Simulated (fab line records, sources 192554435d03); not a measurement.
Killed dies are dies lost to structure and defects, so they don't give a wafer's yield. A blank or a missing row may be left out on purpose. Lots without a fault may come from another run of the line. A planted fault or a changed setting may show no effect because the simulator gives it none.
A struck lot beside a sound one | flow n5_finfet | 36 steps out of a route of 1938
Sound: wafers L285.3, L285.5, L285.6. Struck: wafers L279.3, L279.4, L279.6. The cause comes at the end.
At each step with rows: each side's tool, then ch and its chambers, then its first start. Under that, the readings that differ: sound wafers | struck wafers | difference of the means | sigmas: that difference in standard deviations of wafers without a fault.
alike: readings whose means differ by less than 2 such deviations, and words and numbers that are the same on both sides. not compared: withheld readings, readings that some wafer has no value for, bounds like >300 that may hide the same value, and numbers for which the record gives no deviation and whose values overlap.
The two part at a step that has a row with sigmas, a row that says differs or no value, or rows on one side only. Numbers that don't overlap but have no deviation are shown without sigmas and don't part them. A reading that every wafer of one side lacks parts them only if that side has two wafers or more.

first, 9 steps without rows for these wafers: N5_WELL_APT_HMDS_18 (time 60 s); N5_WELL_APT_COAT_19 (resist thk 950 nm); N5_WELL_APT_EBR_21; N5_WELL_APT_SOFTBAKE_20 (time 60 s); N5_WELL_APT_EXPOSE_22 (exposes mask PWELL, defocus 0 nm, target cd 200 nm); N5_WELL_APT_PEB_23 (peb time 90 s); N5_WELL_APT_DEVELOP_24 (develop time 45 s); N5_WELL_APT_HARDBAKE_29 (time 120 s); N5_WELL_APT_DESCUM_30 (chemistry O2, time 7.9 s).
N5_WELL_APT_IMPLANT_31:
  sound on implanter-01 ch 0, day 6 03:03; struck on implanter-02 ch 0, day 4 15:18
  reading            | sound                            | struck                        | difference | sigmas
  dose_ions_cm2      | 1.4991e+13 1.5001e+13 1.5021e+13 | 8.157e+12 8.148e+12 8.124e+12 | -6.861e+12 | -99 or more
  faraday_current_uA | 191 182 195                      | 103 101 104                   | -87        | -23
then, 25 steps without rows for these wafers: N5_WELL_APT_IMPLANT_32; N5_WELL_APT_STRIP_33 (strips in SPM, time 900 s); N5_WELL_APT_RTA_34 (time 10 s); N5_WELL_APT_OXIDE_STRIP_42 (strips SiO2 in dHF, time 45 s, target depth 12 nm); N5_WELL_APT_PRECLEAN_36 (cleans in O3/DIW, time 45 s); N5_WELL_APT_PRECLEAN_39 (cleans in dHF, time 60 s); N5_WELL_APT_SRD_37 (time 30 s); N5_WELL_APT_EPI_41 (deposits Si from SiH4/H2, target thk 50 nm, time 297.7 s); N5_PMOS_HMC_CHANNEL_EPI_HM_DEP_34 (deposits SiO2 from TEOS/O2, target thk 36 nm, time 6.9 s); N5_PMOS_HMC_CHANNEL_EPI_COAT_31 (time 60 s, resist thk 66 nm); N5_PMOS_HMC_CHANNEL_EPI_COAT_03 (resist thk 205 nm); N5_PMOS_HMC_CHANNEL_EPI_EBR_05; N5_PMOS_HMC_CHANNEL_EPI_SOFTBAKE_04 (time 60 s); N5_PMOS_HMC_CHANNEL_EPI_EXPOSE_06 (exposes mask PMOS HMC BLK, target cd 240 nm); N5_PMOS_HMC_CHANNEL_EPI_PEB_07 (peb time 60 s); N5_PMOS_HMC_CHANNEL_EPI_DEVELOP_08 (develop time 30 s); N5_PMOS_HMC_CHANNEL_EPI_DESCUM_14 (chemistry O2, time 7.9 s); N5_PMOS_HMC_CHANNEL_EPI_ETCH_32 (etches BARC in N2/H2, stops on SiO2, target depth 85.8 nm, time 50.3 s); N5_PMOS_HMC_CHANNEL_EPI_HM_OPEN_15 (chemistry CHF3/O2, target SiO2, target depth 40.6 nm, time 20.3 s); N5_PMOS_HMC_CHANNEL_EPI_STRIP_33 (strips in N2/H2); N5_PMOS_HMC_CHANNEL_EPI_STRIP_17 (strips in SPM, time 750 s); N5_PMOS_HMC_CHANNEL_EPI_ETCH_38 (etches SiO2 in CF4, target depth 1.5 nm); N5_PMOS_HMC_CHANNEL_EPI_FIN_RECESS_16 (chemistry HBr/Cl2, target Si, target depth 54 nm, time 18 s); N5_PMOS_HMC_CHANNEL_EPI_PRECLEAN_36 (cleans in O3/DIW, time 45 s); N5_PMOS_HMC_CHANNEL_EPI_PRECLEAN_18 (cleans in DHF, time 30 s).
-- the record jumps here: 7 days lie between the struck wafers' starts before and after (it left off in module PMOS_HMC_CHANNEL_EPI and takes up again in module BEOL_M4, whose first step shown is number 1111 of the route) --
N5_BEOL_M4_RC_MEAS_101:
  sound on prober-01 ch 0, day 12 12:43; struck on prober-02 ch 0, day 11 10:21
  reading           | sound          | struck         | difference | sigmas
  ION_N (uA/um)     | 658 661 665    | 698 671 686    | +24        | +2
  RS_PWELL (ohm/sq) | 3004 2970 2998 | 4314 4277 4308 | +1309      | +60
  alike: DIBL_N, DIBL_P, IOFF_N, IOFF_P, ION_P, SS_N, SS_P, VT_N, VT_P

WHERE THEY PART
First at N5_WELL_APT_IMPLANT_31; last, within this record, at N5_BEOL_M4_RC_MEAS_101.

WHY: what the simulator had put in
Process parameter drift: implanter-02, from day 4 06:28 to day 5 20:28, at N5_WELL_APT_IMPLANT_31. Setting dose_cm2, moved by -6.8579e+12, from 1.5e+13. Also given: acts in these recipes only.
